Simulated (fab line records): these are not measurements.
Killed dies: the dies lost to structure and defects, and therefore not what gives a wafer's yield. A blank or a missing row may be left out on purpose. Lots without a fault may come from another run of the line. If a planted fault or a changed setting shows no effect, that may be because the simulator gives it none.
Which tool is to blame? ; flow nandHarc ; 24 lots, 72 wafers sampled, at 6 steps of a route of 1159

WHAT THE GAUGES SHOWED, per wafer
NHARC_A_CONTACT_CD_MEAS_08 targets a cd of 100 nm.
lot;measured;on;cdNm (nm)
L074;day 16 19:16;cdSem-03;100.6 100.1 101.6
L075;day 17 05:08;cdSem-02;100.9 101.0 100.3
L077;day 17 07:06;cdSem-03;101.4 101.9 100.7
L076;day 17 09:48;cdSem-03;100.5 100.7 100.3
L079;day 17 16:29;cdSem-03;101.6 100.6 100.2
L081;day 18 09:05;cdSem-02;101.0 101.1 101.1
L080;day 18 09:59;cdSem-03;100.0 101.0 99.8
L078;day 18 13:08;cdSem-03;100.4 101.0 100.9
L083;day 18 22:36;cdSem-02;100.9 100.6 100.7
L082;day 18 23:25;cdSem-02;100.2 100.6 100.3
L085;day 19 11:49;cdSem-02;100.5 100.7 99.5
L084;day 19 14:02;cdSem-03;99.9 100.1 100.7
L087;day 19 21:59;cdSem-03;99.9 99.7 99.9
L088;day 19 22:21;cdSem-01;99.7 99.9 99.2
L086;day 20 04:29;cdSem-02;100.4 100.4 100.1
L089;day 20 15:50;cdSem-01;99.7 101.3 100.9
L090;day 20 18:11;cdSem-01;100.3 100.4 100.6
L092;day 21 03:14;cdSem-01;100.4 100.4 100.2
L091;day 21 06:53;cdSem-01;100.7 100.7 100.7
L094;day 21 10:11;cdSem-01;100.0 99.8 99.5
L093;day 21 11:12;cdSem-01;100.1 100.7 99.2
L095;day 22 03:10;cdSem-02;100.7 100.5 100.8
L097;day 22 10:02;cdSem-03;100.1 100.9 100.9
L096;day 22 16:40;cdSem-02;100.0 99.8 100.5

NHARC_A_CONTACT_CD_MEAS_15.
lot;measured;on;cdNm (nm)
L074;day 16 23:20;cdSem-03;89.7 89.0 90.0
L075;day 17 07:41;cdSem-02;89.4 89.5 88.9
L077;day 17 09:43;cdSem-01;91.0 90.6 90.1
L076;day 17 13:09;cdSem-02;90.5 90.6 90.4
L079;day 17 19:16;cdSem-02;89.5 89.2 89.5
L081;day 18 11:43;cdSem-02;90.0 90.1 90.4
L080;day 18 12:37;cdSem-03;89.8 89.5 90.7
L078;day 18 15:38;cdSem-03;90.0 90.8 89.4
L083;day 19 01:26;cdSem-01;90.0 89.4 90.6
L082;day 19 02:20;cdSem-02;90.0 89.2 89.2
L085;day 19 14:26;cdSem-02;90.0 89.4 89.4
L084;day 19 17:05;cdSem-01;89.0 89.4 89.3
L087;day 20 00:28;cdSem-02;89.6 90.0 90.3
L088;day 20 00:55;cdSem-01;89.6 88.6 89.2
L086;day 20 07:02;cdSem-03;90.1 89.8 90.4
L089;day 20 18:55;cdSem-03;89.9 89.6 90.7
L090;day 20 21:37;cdSem-01;88.7 89.0 89.3
L092;day 21 05:45;cdSem-03;89.4 90.1 90.1
L091;day 21 09:33;cdSem-02;89.9 90.1 89.8
L094;day 21 13:23;cdSem-02;89.7 90.5 90.4
L093;day 21 13:46;cdSem-02;88.7 89.5 89.6
L095;day 22 05:47;cdSem-02;89.0 89.3 89.4
L097;day 22 12:47;cdSem-02;89.0 88.9 88.4
L096;day 22 19:14;cdSem-01;89.9 90.1 89.8

EACH LOT AND THE TOOL THAT RAN IT (in order: tool; ch and the chambers of the sampled wafers; start)
lot;NHARC_A_CONTACT_ETCH_121;NHARC_A_CONTACT_ETCH_102;NHARC_A_CONTACT_ETCH_126;NHARC_A_CONTACT_ETCH_88
L074;harCapEtch-03 ch 0,1, day 16 07:34;rieDiel-02 ch 0,3, day 16 08:52;harCapEtch-02 ch 0,1, day 16 13:35;rieDiel-04 ch 0,1, day 16 19:32
L075;harCapEtch-01 ch 0,1, day 16 16:17;rieDiel-12 ch 1,3, day 16 17:39;harCapEtch-02 ch 0,1, day 16 23:44;rieDiel-02 ch 1,2,3, day 17 05:25
L077;harCapEtch-03 ch 0,1, day 16 16:47;rieDiel-04 ch 2,3, day 16 18:09;harCapEtch-03 ch 0,1, day 17 01:14;rieDiel-04 ch 1,3, day 17 07:26
L076;harCapEtch-01 ch 0,1, day 16 20:29;rieDiel-02 ch 0,1,3, day 16 23:37;harCapEtch-01 ch 0,1, day 17 05:06;rieDiel-12 ch 1,3, day 17 10:17
L079;harCapEtch-02 ch 0,1, day 17 05:17;rieDiel-02 ch 0,1, day 17 06:34;harCapEtch-01 ch 0,1, day 17 11:41;rieDiel-12 ch 0,2, day 17 16:46
L081;harCapEtch-02 ch 0,1, day 17 17:31;rieDiel-12 ch 0,1,2, day 17 18:48;harCapEtch-03 ch 0,1, day 17 23:44;rieDiel-02 ch 1,2,3, day 18 09:28
L080;harCapEtch-01 ch 0,1, day 17 19:46;rieDiel-04 ch 2,3, day 17 21:06;harCapEtch-01 ch 0,1, day 18 01:54;rieDiel-04 ch 0,1,3, day 18 10:16
L078;harCapEtch-02 ch 0,1, day 17 22:32;rieDiel-12 ch 1,2,3, day 17 23:48;harCapEtch-02 ch 0,1, day 18 08:13;rieDiel-12 ch 1,3, day 18 13:25
L083;harCapEtch-03 ch 0,1, day 18 11:06;rieDiel-12 ch 1,2,3, day 18 12:49;harCapEtch-03 ch 0,1, day 18 17:35;rieDiel-12 ch 0,3, day 18 23:14
L082;harCapEtch-01 ch 0,1, day 18 11:14;rieDiel-02 ch 1,2,3, day 18 12:55;harCapEtch-02 ch 0,1, day 18 17:52;rieDiel-04 ch 0,1,3, day 18 23:42
L085;harCapEtch-01 ch 0,1, day 19 00:31;rieDiel-12 ch 0,1,2, day 19 01:59;harCapEtch-02 ch 0,1, day 19 07:06;rieDiel-02 ch 0,1,3, day 19 12:08
L084;harCapEtch-03 ch 0,1, day 19 00:50;rieDiel-02 ch 0,1,2, day 19 02:10;harCapEtch-03 ch 0,1, day 19 08:17;rieDiel-12 ch 0,1,3, day 19 14:24
L087;harCapEtch-01 ch 0, day 19 10:13;rieDiel-12 ch 1,2,3, day 19 11:35;harCapEtch-03 ch 0,1, day 19 17:08;rieDiel-04 ch 1,2, day 19 22:15
L088;harCapEtch-02 ch 1, day 19 10:42;rieDiel-04 ch 0,2,3, day 19 12:05;harCapEtch-01 ch 0,1, day 19 17:35;rieDiel-12 ch 2,3, day 19 22:39
L086;harCapEtch-01 ch 0,1, day 19 14:18;rieDiel-02 ch 0,1,3, day 19 15:46;harCapEtch-02 ch 0,1, day 19 20:46;rieDiel-04 ch 0,1,2, day 20 04:46
L089;harCapEtch-02 ch 0,1, day 20 03:44;rieDiel-12 ch 0,2,3, day 20 05:02;harCapEtch-02 ch 0,1, day 20 09:51;rieDiel-12 ch 0,2,3, day 20 16:07
L090;harCapEtch-03 ch 0, day 20 05:05;rieDiel-02 ch 0,1,3, day 20 06:23;harCapEtch-03 ch 1, day 20 12:56;rieDiel-12 ch 0,2,3, day 20 18:34
L092;harCapEtch-01 ch 0,1, day 20 15:46;rieDiel-12 ch 2,3, day 20 17:51;harCapEtch-02 ch 0,1, day 20 22:34;rieDiel-12 ch 1,2,3, day 21 03:31
L091;harCapEtch-03 ch 0,1, day 20 19:01;rieDiel-04 ch 1,2,3, day 20 20:49;harCapEtch-01 ch 0,1, day 21 01:58;rieDiel-04 ch 0,2,3, day 21 07:10
L094;harCapEtch-01 ch 0,1, day 20 21:02;rieDiel-02 ch 0,3, day 20 22:22;harCapEtch-03 ch 0,1, day 21 03:04;rieDiel-12 ch 1,2,3, day 21 10:27
L093;harCapEtch-03 ch 0,1, day 20 21:49;rieDiel-12 ch 0,1,2, day 20 23:08;harCapEtch-02 ch 1, day 21 03:55;rieDiel-04 ch 0,1,2, day 21 11:29
L095;harCapEtch-03 ch 0,1, day 21 15:55;rieDiel-12 ch 1,2,3, day 21 17:13;harCapEtch-01 ch 0,1, day 21 22:14;rieDiel-12 ch 0,1,2, day 22 03:28
L097;harCapEtch-02 ch 0,1, day 21 21:41;rieDiel-12 ch 1,2,3, day 21 22:58;harCapEtch-02 ch 0,1, day 22 04:04;rieDiel-12 ch 1,3, day 22 10:20
L096;harCapEtch-03 ch 1, day 22 02:26;rieDiel-04 ch 0,1,3, day 22 03:53;harCapEtch-02 ch 0,1, day 22 10:53;rieDiel-02 ch 0,1,2, day 22 17:00
- NHARC_A_CONTACT_ETCH_121: etches the open film in C4F8/O2/Ar, time 94 s, target depth 922 nm.
- NHARC_A_CONTACT_ETCH_102: etches the open film in CF4/O2, target depth 70 nm, overetch 7 nm, time 38.5 s.
- NHARC_A_CONTACT_ETCH_126: etches the open film in C4F8/O2/Ar, time 155 s, target depth 956 nm.
- NHARC_A_CONTACT_ETCH_88: etches the open film in CF4, target depth 39 nm, time 65 s.

WHAT THE TOOLS THEMSELVES READ (means of the sampled wafers that have a number; where no wafer has one, the mark that the record gives instead)
NHARC_A_CONTACT_ETCH_102.
lot;tool;drypumpMotorCurrentA (A);oesProductAu (a.u.);rfVppV (V);showerheadPlenumPTorr (Torr);throttleValvePct (%)
L074;rieDiel-02;5.6;1.009;197.5;1.32;13.401
L075;rieDiel-12;5.2;1.005;198.2;1.36;13.408
L077;rieDiel-04;5.4;1.001;196.9;1.28;13.395
L076;rieDiel-02;5.6;1.012;197.6;1.33;13.402
L079;rieDiel-02;5.8;1.012;197.2;1.32;13.393
L081;rieDiel-12;5.1;1.001;197.9;1.35;13.393
L080;rieDiel-04;5.4;0.997;195.7;1.28;13.399
L078;rieDiel-12;5.4;0.999;197.2;1.33;13.397
L083;rieDiel-12;5.3;1.009;197.5;1.32;13.408
L082;rieDiel-02;5.4;1.007;199.0;1.37;13.396
L085;rieDiel-12;5.1;1.003;198.5;1.34;13.390
L084;rieDiel-02;5.6;1.011;198.0;1.37;13.401
L087;rieDiel-12;5.4;1.002;197.6;1.32;13.398
L088;rieDiel-04;5.6;1.011;197.6;1.30;13.398
L086;rieDiel-02;5.6;1.006;196.8;1.33;13.406
L089;rieDiel-12;5.6;0.992;197.0;1.30;13.402
L090;rieDiel-02;5.6;1.014;197.4;1.32;13.400
L092;rieDiel-12;5.9;0.994;195.9;1.28;13.401
L091;rieDiel-04;5.3;1.013;196.8;1.29;13.401
L094;rieDiel-02;5.8;1.008;197.1;1.31;13.401
L093;rieDiel-12;5.1;0.995;198.1;1.34;13.392
L095;rieDiel-12;5.3;0.998;198.3;1.32;13.404
L097;rieDiel-12;5.4;0.991;197.9;1.32;13.395
L096;rieDiel-04;5.3;1.010;196.8;1.30;13.396

NHARC_A_CONTACT_ETCH_88.
lot;tool;drypumpMotorCurrentA (A);oesProductAu (a.u.);rfVppV (V);showerheadPlenumPTorr (Torr);throttleValvePct (%)
L074;rieDiel-04;5.2;1.005;151.5;1.76;13.280
L075;rieDiel-02;5.4;1.011;151.8;1.82;13.279
L077;rieDiel-04;5.1;1.000;151.0;1.71;13.282
L076;rieDiel-12;5.7;1.000;150.9;1.74;13.295
L079;rieDiel-12;5.4;1.000;151.1;1.75;13.299
L081;rieDiel-02;5.4;1.007;152.0;1.81;13.283
L080;rieDiel-04;5.2;1.005;150.8;1.73;13.284
L078;rieDiel-12;5.7;0.998;151.3;1.74;13.286
L083;rieDiel-12;5.7;0.988;150.4;1.74;13.288
L082;rieDiel-04;5.2;1.006;150.2;1.73;13.289
L085;rieDiel-02;5.6;1.014;151.1;1.76;13.283
L084;rieDiel-12;5.5;0.994;151.0;1.77;13.279
L087;rieDiel-04;5.6;1.025;151.1;1.74;13.275
L088;rieDiel-12;5.5;1.007;150.8;1.72;13.283
L086;rieDiel-04;5.5;1.010;151.1;1.74;13.277
L089;rieDiel-12;5.6;0.993;151.0;1.73;13.286
L090;rieDiel-12;5.6;0.994;150.5;1.73;13.294
L092;rieDiel-12;5.3;1.002;151.1;1.75;13.285
L091;rieDiel-04;5.6;1.001;150.7;1.72;13.289
L094;rieDiel-12;5.3;0.996;151.3;1.75;13.291
L093;rieDiel-04;5.5;1.008;150.8;1.74;13.285
L095;rieDiel-12;5.1;1.002;151.4;1.77;13.290
L097;rieDiel-12;5.7;0.996;150.9;1.73;13.280
L096;rieDiel-02;5.6;1.013;152.3;1.79;13.284

THE ANSWER, worked out from the rows above alone
Rule: the usual values come from the lots themselves. The widest of any qualifying gaps counts: lots, ordered by their means at a reading, are off when they make up no more than a third of the lots, leave a main group of 4 or more, and stand apart from it by 3 or more times the standard deviation of that group's means. If all means in a main group match to the digits the tables above print for the reading, that group is not used. A lot without any number at a reading at which 4 lots or more have one is off too. All remaining lots with rows at the step are treated as sound. First the gauges in route order, then the tools' own readings, where a lot's mean is used as printed above. The first step at which some lot is off is used, and at that step the reading that is off furthest; a lot without a number counts as furthest.
None of the lots is off at any reading shown; this tells nothing.

WHAT THE SIMULATOR HAD INSERTED
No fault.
